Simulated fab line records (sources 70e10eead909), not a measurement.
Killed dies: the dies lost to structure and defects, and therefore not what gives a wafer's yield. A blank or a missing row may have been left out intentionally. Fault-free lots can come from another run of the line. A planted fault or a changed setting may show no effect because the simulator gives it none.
fab line records	flow nandHarc
record: lots: 24	wafers: 72	lastDay: 34
route steps=1302 shown P_CONTACT@248 P_M0@264 P_M1@315 P_M2@331
lots untouched by any fault: they come from a run of this same line in which no faults occurred
startH: hours from the record's first day to the start of the lot's first wafer shown	waitH: how many hours have passed since the lot's step before this one	" unchanged from the row above	L1.1+2: one row covering several wafers at once	- either no value or no given start	* or withheld: withheld	< > ~ a bound
route shown NAME@n: NAME is a module with steps in the file, n the number in the route of the first one	usual: the fault-free wafers' mean and standard deviation	same: alike in all rows	chamber/n: place in a boat	sites: readings site by site	_std_site: standard deviation across them	_edge_site: outer sites' mean less inner sites'	radiusMm: how far each site lies from the wafer's centre	mask NAME#n: copy n	behind: the tool/chamber that last shaped the wafer	hold: cause of the lot's hold/its duration in hours/its outcome	device: the transistor (n, p or np) that didn't switch	end of line: at the end of the route, the tests of the same wafers	step lacking rows: just its recipe	killed: not the wafer's yield, but the dies lost to structure and defects at the first sort	map: per-die view of a wafer (x killed, . not killed, _ where there is no die)
set.NAME: the setting as run; set.NAME@STEP: as run at that earlier step	model.NAME: the simulator's own value behind a step, which no gauge read
a sample of lots followed through the steps of the route, with each step as a table and each wafer as a row
services: when a tool's chamber went out of use (startH, in hours from the record's first day, below 0 if earlier), for how many hours, and the reason
== steps ==
step: NHARC_P_CONTACT_CVD_23
recipe: targetThkA: 2000	tempC: 300	pressureTorr: 40	wf6FlowSccm: 40	h2FlowSccm: 1600	arFlowSccm: 1560	timeS: 557	material: W
usual: heaterPowerW: 458/38	throttleValvePct: 7.92/0.28
lot.wafer	tool	chamber	startH	waitH	heaterPowerW	throttleValvePct
L074.2	cvdW-02	0	-	-	462	7.59
L074.3	"	1	"	"	502	7.96
L074.5	"	1	"	"	499	7.95
L075.1	cvdW-01	0	-	-	431	8.14
L075.2	"	1	"	"	475	7.56
L075.4	"	1	"	"	465	7.59
L076.1	cvdW-02	0	-	-	490	7.99
L076.2	"	1	"	"	502	7.76
L076.6	"	0	"	"	483	7.92
L077.2	cvdW-01	1	-	-	470	7.79
L077.5	"	1	"	"	471	7.54
L077.6	"	0	"	"	431	8.25
L078.2	cvdW-02	1	-	-	492	8.11
L078.3	"	1	"	"	494	7.80
L078.6	"	0	"	"	474	8.06
L079.1	cvdW-02	1	-	-	504	8.21
L079.3	"	1	"	"	494	7.86
L079.6	"	0	"	"	490	7.90
L080.2	cvdW-01	1	-	-	484	7.64
L080.3	"	1	"	"	478	7.52
L080.5	"	1	"	"	484	7.51
L081.3	cvdW-02	0	-	-	479	7.88
L081.6	"	0	"	"	470	7.67
L081.5	"	1	"	"	496	7.92
L082.2	cvdW-02	0	-	-	489	7.96
L082.3	"	0	"	"	472	8.01
L082.4	"	1	"	"	503	8.29
L083.2	cvdW-02	0	-	-	477	7.92
L083.5	"	1	"	"	501	7.90
L083.6	"	0	"	"	479	7.65
L084.1	cvdW-01	0	-	-	412	8.21
L084.2	"	1	"	"	439	7.55
L084.4	"	1	"	"	448	7.70
L085.1	cvdW-01	1	-	-	449	7.70
L085.3	"	1	"	"	446	7.40
L085.6	"	1	"	"	449	7.43
L086.1	cvdW-01	0	-	-	405	8.21
L086.5	"	0	"	"	404	8.26
L086.6	"	1	"	"	452	7.90
L087.4	cvdW-01	0	-	-	400	8.39
L087.3	"	1	"	"	443	7.71
L087.6	"	0	"	"	399	8.32
L088.3	cvdW-02	0	-	-	473	7.88
L088.6	"	1	"	"	500	8.36
L088.5	"	0	"	"	478	7.83
L089.4	cvdW-01	1	-	-	443	7.83
L089.3	"	0	"	"	402	8.33
L089.6	"	0	"	"	405	8.37
L090.2	cvdW-01	1	-	-	459	7.68
L090.4	"	1	"	"	444	7.57
L090.5	"	1	"	"	444	7.38
L091.2	cvdW-01	1	-	-	447	7.73
L091.1	"	0	"	"	403	8.34
L091.3	"	1	"	"	459	7.84
L092.4	cvdW-01	1	-	-	443	7.68
L092.5	"	1	"	"	437	7.50
L092.6	"	0	"	"	411	8.28
L094.2	cvdW-01	1	-	-	450	7.63
L094.1	"	0	"	"	411	8.58
L094.3	"	1	"	"	457	7.63
L093.1	cvdW-02	1	-	-	540	7.87
L093.4	"	0	"	"	496	7.87
L093.3	"	1	"	"	536	7.87
L095.4	cvdW-01	0	-	-	400	8.31
L095.5	"	0	"	"	415	8.14
L095.6	"	1	"	"	450	7.62
L097.2	cvdW-01	1	-	-	461	7.68
L097.3	"	1	"	"	441	7.51
L097.5	"	0	"	"	417	8.42
L096.2	cvdW-02	0	-	-	484	7.75
L096.3	"	1	"	"	544	7.97
L096.6	"	0	"	"	492	7.51
step: NHARC_P_CONTACT_CMP_24
recipe: tOverpolishS: 30	targetThkNm: 200
usual: edgeZonePressureFrac: 1.000/0.0049	motorCurrentA: 12.2/1.2	overpolishRunS: 29.999/0.0089	timeToEndpointS: 40.2/2.6
lot.wafer	tool	chamber	startH	waitH	edgeZonePressureFrac	motorCurrentA	overpolishRunS	timeToEndpointS
L074.2	cmp-04	1	124.14	0.6	0.998	12.5	29.991	37.9
L074.3	"	0	"	"	1.001	11.2	29.981	40.4
L074.5	"	1	"	"	0.999	12.2	30.001	34.5
L075.1	cmp-03	3	131.65	0.6	0.997	12.4	29.992	42.3
L075.2	"	0	"	"	0.992	11.0	30.007	42.9
L075.4	"	1	"	"	0.997	12.7	29.988	41.6
L076.2	cmp-03	2	144.06	0.5	1.005	10.9	29.987	41.6
L076.1	"	3	"	"	0.998	12.6	30.011	41.0
L076.6	"	1	"	"	1.001	14.0	30.020	38.4
L077.2	cmp-03	1	147.87	0.6	1.002	13.3	30.007	42.1
L077.5	"	2	"	"	0.999	10.4	29.988	42.8
L077.6	"	3	"	"	0.997	11.9	29.989	39.5
L078.3	cmp-01	1	163.22	0.3	0.999	12.4	29.998	39.5
L078.2	"	0	"	"	0.997	12.9	29.992	42.8
L078.6	"	2	"	"	0.999	12.6	29.988	44.8
L079.1	cmp-01	3	170.89	0.5	0.998	11.1	29.981	39.3
L079.3	"	1	"	"	1.004	12.8	29.997	37.0
L079.6	"	3	"	"	0.997	11.2	30.009	39.5
L080.2	cmp-01	0	182.68	0.6	0.993	13.1	30.002	40.2
L080.3	"	2	"	"	1.000	13.2	29.997	39.8
L080.5	"	1	"	"	0.994	13.2	30.008	38.8
L081.3	cmp-04	2	196.66	0.4	0.993	13.9	29.991	40.6
L081.6	"	0	"	"	1.002	11.6	30.004	43.2
L081.5	"	1	"	"	1.000	12.6	29.998	37.0
L082.4	cmp-03	0	197.31	0.3	0.998	12.4	29.993	43.2
L082.2	"	2	"	"	0.997	10.7	30.004	46.1
L082.3	"	3	"	"	0.998	12.6	30.011	41.7
L083.2	cmp-03	0	216.05	0.5	1.002	11.7	30.017	42.6
L083.6	"	1	"	"	0.994	12.9	30.002	41.2
L083.5	"	2	"	"	1.009	10.9	29.989	43.4
L084.4	cmp-03	2	222.13	0.3	0.996	10.6	30.004	43.3
L084.1	"	0	"	"	0.999	11.8	30.002	39.2
L084.2	"	1	"	"	0.998	13.3	30.008	41.0
L085.1	cmp-04	2	230.93	0.5	0.990	13.2	30.003	41.3
L085.3	"	3	"	"	0.994	9.8	30.002	44.4
L085.6	"	1	"	"	1.003	12.7	30.000	38.3
L086.1	cmp-01	3	250.46	0.6	1.008	10.7	30.003	37.9
L086.6	"	3	"	"	0.999	11.0	30.010	37.8
L086.5	"	0	"	"	0.997	12.9	30.001	39.6
L087.3	cmp-03	0	254.54	0.3	1.002	11.7	29.997	40.2
L087.4	"	3	"	"	0.991	12.5	29.996	39.9
L087.6	"	1	"	"	1.005	13.1	29.972	41.0
L088.3	cmp-03	1	264.46	0.4	0.997	13.7	29.986	38.9
L088.6	"	2	"	"	1.008	10.6	29.995	44.5
L088.5	"	3	"	"	1.000	12.6	29.991	44.1
L089.3	cmp-01	2	274.57	0.3	0.994	12.9	29.988	37.3
L089.4	"	3	"	"	0.995	11.1	29.999	32.1
L089.6	"	0	"	"	0.999	13.9	30.001	38.2
L090.4	cmp-04	2	286.36	0.3	0.993	14.2	30.021	38.4
L090.2	"	3	"	"	1.000	10.6	30.001	40.2
L090.5	"	0	"	"	1.003	12.0	30.009	38.7
L091.3	cmp-03	3	286.95	0.4	1.003	11.9	29.980	38.6
L091.1	"	0	"	"	1.006	12.1	30.006	37.7
L091.2	"	2	"	"	0.992	10.7	30.006	41.4
L092.4	cmp-01	2	299.18	0.4	0.998	12.3	30.000	40.0
L092.5	"	1	"	"	0.989	13.2	29.993	37.7
L092.6	"	2	"	"	1.003	14.1	29.985	42.6
L094.2	cmp-01	3	314.95	0.6	0.998	10.9	29.989	36.6
L094.3	"	0	"	"	1.004	13.9	29.983	39.8
L094.1	"	1	"	"	0.997	13.7	29.994	40.0
L093.4	cmp-04	2	315.81	0.4	0.997	14.1	30.019	37.5
L093.3	"	3	"	"	1.003	10.5	30.000	40.9
L093.1	"	1	"	"	1.002	13.2	30.006	35.0
L095.4	cmp-04	2	328.16	0.4	1.009	14.3	30.006	41.4
L095.5	"	2	"	"	0.998	14.1	29.998	41.4
L095.6	"	3	"	"	0.996	10.1	29.997	43.0
L097.3	cmp-01	0	358.17	0.3	1.001	12.8	30.018	37.9
L097.2	"	2	"	"	1.004	13.6	30.003	39.4
L097.5	"	3	"	"	1.002	10.8	29.999	36.2
L096.2	cmp-04	2	358.95	0.5	1.002	13.7	29.999	42.2
L096.3	"	0	"	"	1.004	11.7	30.010	40.8
L096.6	"	3	"	"	1.010	10.2	29.988	42.7
step: NHARC_P_M0_OVL_MEAS_10
recipe: pitchNm: 180
usual: overlayXNm: 0.1/0.77	overlayYNm: 0.1/0.72
lot.wafer	tool	chamber	startH	waitH	overlayXNm	overlayYNm
L074.2	overlay-02	-	125.54	-	-0.4	-0.4
L074.3	"	-	"	"	-0.7	-0.5
L074.5	"	-	"	"	-0.4	-0.8
L075.1	overlay-02	-	133.04	-	-0.6	0.1
L075.2	"	-	"	"	-0.6	0.4
L075.4	"	-	"	"	-0.7	0.6
L076.1	overlay-01	-	145.40	-	-0.4	0.8
L076.2	"	-	"	"	-0.6	0.1
L076.6	"	-	"	"	-1.0	-0.3
L077.2	overlay-01	-	149.19	-	1.2	0.9
L077.5	"	-	"	"	0.3	0.1
L077.6	"	-	"	"	0.7	0.8
L078.2	overlay-02	-	164.63	-	0.0	2.1
L078.3	"	-	"	"	-0.1	2.6
L078.6	"	-	"	"	-0.3	2.3
L079.1	overlay-02	-	172.25	-	-0.5	-0.6
L079.3	"	-	"	"	-0.6	-0.6
L079.6	"	-	"	"	-0.7	-0.4
L080.2	overlay-02	-	184.08	-	0.4	0.2
L080.3	"	-	"	"	0.4	0.4
L080.5	"	-	"	"	0.3	0.3
L081.3	overlay-01	-	198.02	-	-0.1	0.5
L081.5	"	-	"	"	0.0	0.4
L081.6	"	-	"	"	0.0	0.9
L082.2	overlay-01	-	198.70	-	-1.6	0.5
L082.3	"	-	"	"	-1.2	0.4
L082.4	"	-	"	"	-1.2	1.3
L083.2	overlay-02	-	217.40	-	-1.3	-0.2
L083.5	"	-	"	"	-1.1	0.1
L083.6	"	-	"	"	-1.2	0.1
L084.1	overlay-01	-	223.52	-	0.4	-0.9
L084.2	"	-	"	"	0.5	-0.6
L084.4	"	-	"	"	0.1	-0.9
L085.1	overlay-02	-	232.36	-	0.2	0.4
L085.3	"	-	"	"	0.4	0.0
L085.6	"	-	"	"	0.5	0.4
L086.1	overlay-01	-	251.99	-	0.4	0.3
L086.5	"	-	"	"	0.2	0.6
L086.6	"	-	"	"	0.7	-0.1
L087.3	overlay-02	-	255.81	-	-0.1	0.2
L087.4	"	-	"	"	-0.6	-0.1
L087.6	"	-	"	"	0.1	-0.1
L088.3	overlay-01	-	265.77	-	-1.3	-0.2
L088.5	"	-	"	"	-0.6	-0.1
L088.6	"	-	"	"	-1.0	-0.3
L089.3	overlay-02	-	275.91	-	0.6	-0.8
L089.4	"	-	"	"	0.3	-1.0
L089.6	"	-	"	"	0.5	-0.9
L090.2	overlay-01	-	287.59	-	0.5	-0.4
L090.4	"	-	"	"	0.3	-0.2
L090.5	"	-	"	"	0.5	0.0
L091.1	overlay-01	-	288.35	-	-0.5	0.7
L091.2	"	-	"	"	-0.2	1.0
L091.3	"	-	"	"	-1.0	0.7
L092.4	overlay-01	-	300.55	-	1.7	-0.1
L092.5	"	-	"	"	1.7	0.1
L092.6	"	-	"	"	1.9	-0.3
L094.1	overlay-01	-	316.32	-	0.2	0.8
L094.2	"	-	"	"	-0.1	0.9
L094.3	"	-	"	"	0.2	0.6
L093.1	overlay-02	-	317.22	-	1.4	0.4
L093.3	"	-	"	"	1.2	0.0
L093.4	"	-	"	"	0.8	0.0
L095.4	overlay-01	-	329.55	-	0.1	-0.3
L095.5	"	-	"	"	-0.1	-0.1
L095.6	"	-	"	"	0.6	-0.6
L097.2	overlay-01	-	359.53	-	0.3	-0.6
L097.3	"	-	"	"	0.7	-0.7
L097.5	"	-	"	"	0.6	-0.3
L096.2	overlay-02	-	360.33	-	1.3	1.3
L096.3	"	-	"	"	0.4	1.2
L096.6	"	-	"	"	0.6	0.7
step: NHARC_P_M1_INSPECT_27
usual: rawDefectCount: 337/140
lot.wafer	tool	chamber	startH	waitH	rawDefectCount
L074.2	defectInspect-02	-	132.27	0.0	280
L074.3	"	-	"	"	694
L074.5	"	-	"	"	386
L075.1	defectInspect-01	-	140.41	0.0	400
L075.2	"	-	"	"	299
L075.4	"	-	"	"	330
L076.1	defectInspect-02	-	152.00	0.0	207
L076.2	"	-	"	"	166
L076.6	"	-	"	"	163
L077.2	defectInspect-01	-	156.36	0.0	325
L077.5	"	-	"	"	268
L077.6	"	-	"	"	297
L078.2	defectInspect-02	-	171.45	0.0	557
L078.3	"	-	"	"	345
L078.6	"	-	"	"	529
L079.1	defectInspect-01	-	179.31	0.0	600
L079.3	"	-	"	"	540
L079.6	"	-	"	"	422
L080.2	defectInspect-01	-	190.92	0.0	401
L080.3	"	-	"	"	416
L080.5	"	-	"	"	320
L081.3	defectInspect-01	-	204.74	0.0	222
L081.5	"	-	"	"	253
L081.6	"	-	"	"	454
L082.2	defectInspect-02	-	205.50	0.0	832
L082.3	"	-	"	"	717
L082.4	"	-	"	"	334
L083.2	defectInspect-01	-	224.21	0.0	308
L083.5	"	-	"	"	221
L083.6	"	-	"	"	330
L084.1	defectInspect-01	-	230.78	0.0	151
L084.2	"	-	"	"	333
L084.4	"	-	"	"	421
L085.1	defectInspect-01	-	239.65	0.0	202
L085.3	"	-	"	"	414
L085.6	"	-	"	"	254
L086.1	defectInspect-01	-	258.72	0.0	311
L086.5	"	-	"	"	164
L086.6	"	-	"	"	227
L087.3	defectInspect-01	-	262.64	0.0	76
L087.4	"	-	"	"	161
L087.6	"	-	"	"	288
L088.3	defectInspect-02	-	272.60	0.0	260
L088.5	"	-	"	"	398
L088.6	"	-	"	"	191
L089.3	defectInspect-01	-	282.50	0.0	279
L089.4	"	-	"	"	192
L089.6	"	-	"	"	350
L090.2	defectInspect-01	-	294.40	0.0	580
L090.4	"	-	"	"	361
L090.5	"	-	"	"	215
L091.1	defectInspect-02	-	295.63	0.0	217
L091.2	"	-	"	"	263
L091.3	"	-	"	"	354
L092.4	defectInspect-01	-	307.39	0.0	349
L092.5	"	-	"	"	310
L092.6	"	-	"	"	300
L094.1	defectInspect-01	-	322.95	0.0	223
L094.2	"	-	"	"	257
L094.3	"	-	"	"	316
L093.1	defectInspect-01	-	324.52	0.0	528
L093.3	"	-	"	"	561
L093.4	"	-	"	"	315
L095.4	defectInspect-02	-	336.34	0.0	231
L095.5	"	-	"	"	277
L095.6	"	-	"	"	286
L097.2	defectInspect-01	-	366.32	0.0	180
L097.3	"	-	"	"	264
L097.5	"	-	"	"	396
L096.2	defectInspect-01	-	367.20	0.0	262
L096.3	"	-	"	"	432
L096.6	"	-	"	"	460
step: NHARC_P_M2_DESCUM_14
recipe: timeS: 3	o2FlowSccm: 200	arFlowSccm: 0	biasPowerW: 0	chemistry: O2
usual: drypumpMotorCurrentA: 5.6/0.54	oesProductAu: 1.003/0.0096	rfVppV: 57.9/0.96	showerheadPlenumPTorr: 1.94/0.073	throttleValvePct: 11.310/0.0084
same: biasPowerW: 0
lot.wafer	tool	chamber	startH	waitH	drypumpMotorCurrentA	oesProductAu	rfHoursCounterH	rfVppV	showerheadPlenumPTorr	throttleValvePct
L074.3	rieDiel-08	2	133.86	0.1	4.9	1.000	4.8	57.3	1.84	11.320
L074.2	"	3	"	"	5.9	0.989	4.9	59.0	2.04	11.306
L074.5	"	0	"	"	6.3	1.018	-	57.7	1.91	11.312
L075.4	rieDiel-03	1	141.86	0.1	5.7	0.996	1.4	57.8	2.04	11.320
L075.1	"	2	"	"	4.9	1.006	1.2	57.1	1.95	11.306
L075.2	"	0	"	"	5.9	1.006	1.5	58.3	2.00	11.313
L076.2	rieDiel-08	2	153.48	0.1	4.9	0.998	5.8	58.3	1.84	11.307
L076.1	"	3	"	"	5.9	0.983	5.8	59.1	2.04	11.304
L076.6	"	0	"	"	6.3	1.007	-	57.1	1.91	11.325
L077.2	rieDiel-08	1	157.82	0.1	4.9	1.014	6.4	57.5	1.89	11.316
L077.5	"	0	"	"	6.3	1.012	-	57.0	1.91	11.300
L077.6	"	1	"	"	5.0	1.027	-	58.1	1.89	11.306
L078.2	rieDiel-03	3	173.02	0.1	5.7	1.012	3.3	56.9	1.90	11.295
L078.3	"	2	"	"	4.9	1.003	3.0	56.6	1.95	11.309
L078.6	"	0	"	"	5.9	1.018	-	59.6	2.00	11.306
L079.1	rieDiel-01	1	180.91	0.1	5.6	1.012	7.9	57.0	1.80	11.317
L079.3	"	2	"	"	6.1	1.010	9.3	57.1	1.82	11.298
L079.6	"	0	"	"	6.1	0.987	-	57.6	1.96	11.306
L080.2	rieDiel-01	1	192.66	0.1	5.6	0.988	8.1	57.2	1.80	11.307
L080.3	"	3	"	"	4.8	1.007	10.7	58.1	2.01	11.316
L080.5	"	0	"	"	6.1	0.996	-	57.7	1.96	11.305
L081.3	rieDiel-08	0	206.34	0.1	6.3	0.993	0	56.9	1.91	11.316
L081.6	"	1	"	"	4.9	0.986	-	57.0	1.89	11.315
L081.5	"	2	"	"	4.9	0.990	-	57.7	1.84	11.291
L082.2	rieDiel-08	1	207.09	0.1	5.0	0.993	0.1	58.5	1.89	11.314
L082.3	"	0	"	"	6.3	1.000	0.1	57.9	1.91	11.317
L082.4	"	1	"	"	5.0	0.992	-	57.9	1.89	11.303
L083.2	rieDiel-01	0	225.77	0.1	6.1	0.992	0	58.8	1.96	11.305
L083.5	"	0	"	"	6.1	0.991	-	57.1	1.96	11.309
L083.6	"	1	"	"	5.6	0.999	-	56.7	1.80	11.303
L084.2	rieDiel-03	2	232.25	0.1	4.9	1.013	6.9	57.4	1.95	11.309
L084.4	"	3	"	"	5.7	1.019	7.1	56.4	1.90	11.312
L084.1	"	0	"	"	5.9	1.020	7.5	57.9	2.00	11.299
L085.1	rieDiel-08	0	241.32	0.1	6.3	0.995	2.5	57.7	1.91	11.296
L085.3	"	2	"	"	4.9	0.992	0.7	58.1	1.84	11.299
L085.6	"	0	"	"	6.3	0.998	-	57.3	1.91	11.311
L086.1	rieDiel-08	0	260.32	0.1	6.3	1.004	3.4	56.3	1.91	11.318
L086.6	"	3	"	"	5.9	1.001	-	58.0	2.04	11.304
L086.5	"	0	"	"	6.3	1.000	-	58.6	1.90	11.313
L087.3	rieDiel-08	3	264.20	0.1	5.9	0.987	2.9	58.4	2.04	11.319
L087.4	"	0	"	"	6.3	0.994	3.6	58.3	1.91	11.323
L087.6	"	3	"	"	5.9	0.998	-	58.7	2.04	11.311
L088.3	rieDiel-03	1	274.19	0.1	5.7	1.010	10.1	57.7	2.04	11.318
L088.5	"	3	"	"	5.7	1.008	-	57.8	1.90	11.319
L088.6	"	0	"	"	5.9	1.024	-	60.2	2.00	11.328
L089.4	rieDiel-08	0	284.10	0.1	6.3	1.011	3.9	57.5	1.91	11.313
L089.3	"	1	"	"	5.0	1.021	1.6	57.3	1.89	11.307
L089.6	"	2	"	"	4.9	1.007	-	58.4	1.84	11.302
L090.2	rieDiel-08	0	295.85	0.1	6.3	0.987	4.8	60.3	1.90	11.307
L090.4	"	3	"	"	5.9	0.992	3.8	60.2	2.04	11.301
L090.5	"	0	"	"	6.3	0.999	-	57.7	1.90	11.300
L091.3	rieDiel-03	1	297.21	0.1	5.7	0.994	0.1	59.0	2.04	11.308
L091.1	"	3	"	"	5.7	1.015	0.2	58.0	1.90	11.313
L091.2	"	0	"	"	5.9	1.008	0.2	56.7	2.00	11.296
L092.4	rieDiel-08	1	308.97	0.1	5.0	1.004	3.0	58.2	1.89	11.297
L092.6	"	1	"	"	4.9	1.009	-	57.1	1.89	11.308
L092.5	"	2	"	"	4.9	1.000	-	58.2	1.84	11.307
L094.3	rieDiel-03	0	324.52	0.1	5.9	1.008	1.4	58.2	2.00	11.309
L094.1	"	1	"	"	5.7	0.996	0.4	58.8	2.04	11.298
L094.2	"	2	"	"	4.9	0.997	1.3	58.9	1.95	11.321
L093.4	rieDiel-08	2	325.97	0.1	4.9	0.998	4.2	58.5	1.84	11.319
L093.3	"	0	"	"	6.3	0.990	6.2	57.3	1.90	11.308
L093.1	"	1	"	"	4.9	0.998	3.9	58.5	1.89	11.304
L095.4	rieDiel-08	1	337.80	0.1	4.9	1.005	4.4	56.7	1.89	11.297
L095.6	"	0	"	"	6.3	1.018	-	58.1	1.90	11.318
L095.5	"	1	"	"	4.9	1.008	-	58.3	1.89	11.324
L097.2	rieDiel-03	1	367.87	0.1	5.7	1.004	2.6	59.0	2.04	11.303
L097.3	"	0	"	"	5.9	1.000	3.8	57.0	2.00	11.300
L097.5	"	1	"	"	5.7	1.002	-	56.4	2.04	11.315
L096.2	rieDiel-03	0	368.80	0.1	5.9	1.012	3.9	58.4	2.00	11.317
L096.3	"	1	"	"	5.7	1.008	2.8	56.5	2.04	11.308
L096.6	"	3	"	"	5.7	1.012	-	57.9	1.90	11.300
step: NHARC_P_M2_PRE_CLEAN_30
recipe: timeS: 30	tempC: 280	gas: H2/He
usual: heaterPowerW: 442/38
lot.wafer	tool	chamber	startH	waitH	heaterPowerW
L074.3	pvdSputter-01	-	-	-	431
L074.2	"	-	"	"	560
L074.5	"	-	"	"	455
L075.1	pvdSputter-03	-	-	-	408
L075.2	"	-	"	"	401
L075.4	"	-	"	"	451
L076.2	pvdSputter-01	-	-	-	427
L076.1	"	-	"	"	556
L076.6	"	-	"	"	445
L077.2	pvdSputter-02	-	-	-	420
L077.5	"	-	"	"	467
L077.6	"	-	"	"	453
L078.2	pvdSputter-02	-	-	-	455
L078.3	"	-	"	"	460
L078.6	"	-	"	"	464
L079.3	pvdSputter-02	-	-	-	451
L079.1	"	-	"	"	448
L079.6	"	-	"	"	473
L080.3	pvdSputter-01	-	-	-	545
L080.2	"	-	"	"	432
L080.5	"	-	"	"	431
L081.3	pvdSputter-01	-	-	-	554
L081.5	"	-	"	"	442
L081.6	"	-	"	"	462
L082.3	pvdSputter-03	-	-	-	410
L082.4	"	-	"	"	409
L082.2	"	-	"	"	367
L083.2	pvdSputter-02	-	-	-	429
L083.5	"	-	"	"	468
L083.6	"	-	"	"	437
L084.1	pvdSputter-03	-	-	-	431
L084.4	"	-	"	"	374
L084.2	"	-	"	"	415
L085.3	pvdSputter-02	-	-	-	440
L085.1	"	-	"	"	426
L085.6	"	-	"	"	461
L086.1	pvdSputter-03	-	-	-	413
L086.5	"	-	"	"	366
L086.6	"	-	"	"	416
L087.3	pvdSputter-01	-	-	-	458
L087.4	"	-	"	"	442
L087.6	"	-	"	"	464
L088.3	pvdSputter-02	-	-	-	461
L088.5	"	-	"	"	423
L088.6	"	-	"	"	456
L089.4	pvdSputter-03	-	-	-	415
L089.3	"	-	"	"	372
L089.6	"	-	"	"	421
L090.4	pvdSputter-01	-	-	-	450
L090.2	"	-	"	"	444
L090.5	"	-	"	"	448
L091.3	pvdSputter-03	-	-	-	420
L091.2	"	-	"	"	382
L091.1	"	-	"	"	417
L092.4	pvdSputter-02	-	-	-	418
L092.6	"	-	"	"	459
L092.5	"	-	"	"	456
L094.1	pvdSputter-01	-	-	-	555
L094.2	"	-	"	"	464
L094.3	"	-	"	"	466
L093.4	pvdSputter-02	-	-	-	446
L093.1	"	-	"	"	450
L093.3	"	-	"	"	419
L095.4	pvdSputter-03	-	-	-	419
L095.6	"	-	"	"	421
L095.5	"	-	"	"	364
L097.3	pvdSputter-02	-	-	-	449
L097.2	"	-	"	"	444
L097.5	"	-	"	"	464
L096.3	pvdSputter-02	-	-	-	443
L096.2	"	-	"	"	409
L096.6	"	-	"	"	439
== services ==
tool	chamber	startH	hours	kind
pvdSputter-02	-	104.00	10.0	pm
cmp-03	-	162.03	4.0	pm
cvdW-01	1	179.73	1.4	repair
cvdW-01	-	185.00	13.0	pm
cmp-03	-	186.13	1.3	repair
rieDiel-08	0	187.36	3.4	repair
rieDiel-08	-	190.80	9.0	pm
rieDiel-08	3	208.10	12.4	repair
rieDiel-08	1	221.72	33.3	repair
cvdW-01	-	224.30	0.7	repair
rieDiel-08	2	230.55	5.3	repair
pvdSputter-02	-	239.40	1.9	repair
pvdSputter-02	-	243.30	18.0	repair
cmp-03	-	245.89	0.9	repair
cvdW-01	0	250.45	2.6	repair
cmp-03	-	260.03	4.0	pm
cvdW-02	-	269.00	13.0	pm
pvdSputter-02	-	282.00	10.0	pm
cmp-03	-	333.67	1.9	repair
cvdW-01	-	351.86	1.1	repair
rieDiel-08	1	355.00	11.2	repair
rieDiel-08	-	362.72	2.1	repair
cvdW-01	-	366.00	13.0	pm
rieDiel-08	-	367.80	9.0	pm
== key ==
fault none
